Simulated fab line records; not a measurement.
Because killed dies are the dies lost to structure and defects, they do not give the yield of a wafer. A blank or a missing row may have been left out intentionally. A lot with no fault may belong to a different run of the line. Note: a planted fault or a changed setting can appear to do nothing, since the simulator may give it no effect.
Code-filled problem report in 8D (eight disciplines) form    flow nand-harc    the parts of the form that need people (team, actions taken, sign-off) are left out

1. PROBLEM STATEMENT
Mean of cd-nm at NHARC_P_GATE_CD_MEAS_26: 127.3 nm across 6 wafers in 2 lots; on wafers with no fault it is 120.1 nm (standard deviation 0.57). Measured from the usual mean, that is +13 standard deviations.
The step: target cd 120 nm.
The first sign was on wafer L391.1 at day 7 23:50, on cd-sem-03. At this step, 36 wafers from 12 lots have a number in the record. Rule for "out", or "out of limits": more than 4 standard deviations from the usual mean. Any other wafer with a number is counted as sound.

2. WHAT THIS IS AND IS NOT
question                     is                      is not
which readings at this step  cd-nm                   -
which lots                   L390, L391              L379, L381, L382, L383, L384, L387, L396, L398, L399, L401
which wafers of those lots   all that have a number  -
read on which gauges         cd-sem-02, cd-sem-03    cd-sem-01
when                         from day 7 23:50        up to then (18 sound wafers); but 12 sound wafers of L396, L398, L399, L401 came after

3. THE SUSPECTS, EACH WITH WHAT RULES IT OUT
Counting: a tool stays on the suspect list if, at a process step up to the reading, it processed all lots that are out and no sound lot following the first of them.
- the gauge at NHARC_P_GATE_CD_MEAS_26: ruled out. The wafers that are out were read on 2 gauges (cd-sem-02, cd-sem-03).
- litho-track-06 at NHARC_P_GATE_PEB_24 (peb time 65 s): kept. Every lot that is out went through it, starting with L391 (day 7 23:45), and after that it ran no sound lot; the last sound lot it ran before then is L383 (day 5 16:13). On those wafers its own readings are out: heater-power-total-W, plate-temp-C.
The count leaves litho-track-06 at NHARC_P_GATE_PEB_24.

4. THE CAUSE (what the simulator had put in)
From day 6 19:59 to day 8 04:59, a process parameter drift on litho-track-06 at NHARC_P_GATE_PEB_24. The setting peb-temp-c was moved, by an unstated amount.
Only this tool survived the counting.

5. THE EFFECT CHAIN, in route order
One row per reading whose mean, taken over the struck wafers that have a number, lies over 3 standard deviations from the usual. Only readings whose record carries a usual standard deviation are examined. hours: median over the lots of the time between each lot's start at the first step of this table that gives one and its start at this step. sigmas: the change, counted in usual standard deviations.
hours  step                     reading               usual     on struck wafers  change  sigmas
0      NHARC_P_GATE_PEB_24      heater-power-total-W  156.6 W   152.6             -4.0    -9.5
0      NHARC_P_GATE_PEB_24      plate-temp-C          100.00 C  98.19             -1.81   -14
0      NHARC_P_GATE_CD_MEAS_26  cd-nm                 120.1 nm  127.3             +7.2    +13
The process steps in it:
- NHARC_P_GATE_PEB_24: peb time 65 s.
Later steps that measure or inspect, where all struck wafers having a row at the step show a number for every such reading and not one has moved that far: NHARC_END_SORT_01.

6. WHAT WOULD HAVE CAUGHT IT SOONER
The first out-of-limits reading at a measuring or inspecting step in this record came at day 7 23:50, 28 hours after the fault's start at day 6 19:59.
The tool's own readings at NHARC_P_GATE_PEB_24 were out on every struck wafer that the step has a row for (heater-power-total-W, plate-temp-C): an alarm limit on them would have fired on the first of those.
Lots out: 2; of these, L390 started NHARC_P_GATE_PEB_24 on litho-track-06 after day 7 23:50. Had the tool been put on hold then, it would have been spared.
